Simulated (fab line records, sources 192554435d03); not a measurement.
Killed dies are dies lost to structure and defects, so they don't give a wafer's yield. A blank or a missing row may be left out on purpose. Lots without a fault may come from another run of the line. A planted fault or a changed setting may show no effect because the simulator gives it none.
Chamber matching | flow n5_finfet | N5_BEOL_M15_ILD_DEP_00 on pecvd-01: 3 sister chambers
The step deposits SiO2 from TEOS/O2, target thk 1629.3 nm, time 346.1 s. 18 wafers are shown with their chamber, then 9 later ones without.

WAFERS WITH THEIR CHAMBER
wafer  | chamber | throttle_valve_pct (%) | showerhead_plenum_p_Torr (Torr) | heater_power_w (W)
L075.3 | 0       | 18.1                   | 8.355                           | 632
L075.4 | 1       | 21.0                   | 8.357                           | 491
L075.6 | 2       | 18.4                   | 8.313                           | 314
L078.1 | 1       | 21.3                   | 8.378                           | 435
L078.2 | 2       | 18.2                   | 8.296                           | 358
L078.4 | 0       | 18.2                   | 8.335                           | 489
L080.1 | 2       | 18.4                   | 8.312                           | 399
L080.2 | 1       | 21.0                   | 8.363                           | 423
L080.6 | 0       | 18.2                   | 8.311                           | 493
L083.2 | 0       | 18.1                   | 8.337                           | 598
L083.3 | 2       | 18.6                   | 8.295                           | 444
L083.4 | 1       | 21.2                   | 8.365                           | 381
L086.1 | 0       | 18.3                   | 8.331                           | 558
L086.3 | 2       | 18.6                   | 8.291                           | 406
L086.5 | 0       | 18.2                   | 8.332                           | 627
L085.3 | 1       | 20.9                   | 8.376                           | 446
L085.4 | 1       | 21.0                   | 8.360                           | 497
L085.5 | 0       | 18.0                   | 8.322                           | 640

SIGNATURES (means of the wafers above)
reading                  | chamber 0 | chamber 1 | chamber 2 | scatter within a chamber
throttle_valve_pct       | 18.157    | 21.067    | 18.440    | 0.137
showerhead_plenum_p_Torr | 8.33186   | 8.36650   | 8.30140   | 0.0113
heater_power_w           | 576.71    | 445.50    | 384.20    | 54.5
Rule: a wafer's distance from a chamber is the root of the sum, over the readings, of the square of ((its reading less the chamber's mean) divided by the reading's scatter). The wafer belongs to the nearest chamber; if the next one is less than 2 further off, it can't be placed. The scatter: the root of (the sum of the squares of (reading less its chamber's mean) over the shown wafers, divided by (wafers less chambers)).

WAFERS WITHOUT THEIR CHAMBER
wafer  | throttle_valve_pct (%) | showerhead_plenum_p_Torr (Torr) | heater_power_w (W)
L088.1 | 21.2                   | 8.359                           | 468
L088.3 | 18.4                   | 8.296                           | 421
L088.4 | 18.0                   | 8.330                           | 491
L087.3 | 18.2                   | 8.311                           | 635
L087.4 | 18.1                   | 8.345                           | 509
L087.6 | 18.6                   | 8.284                           | 318
L096.3 | 17.0                   | 8.365                           | 476
L096.5 | 18.5                   | 8.296                           | 430
L096.6 | 17.1                   | 8.364                           | 369

WHICH CHAMBER EACH WENT THROUGH
wafer  | from the rows above | in truth
L088.1 | 1                   | 1
L088.3 | 2                   | 2
L088.4 | 0                   | 0
L087.3 | 0                   | 0
L087.4 | 0                   | 0
L087.6 | 2                   | 2
L096.3 | 0                   | 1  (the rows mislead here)
L096.5 | 2                   | 2
L096.6 | 0                   | 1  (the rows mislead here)
Placed correctly: 7 of 9. Can't be placed from these rows: 0. Placed wrongly: 2.
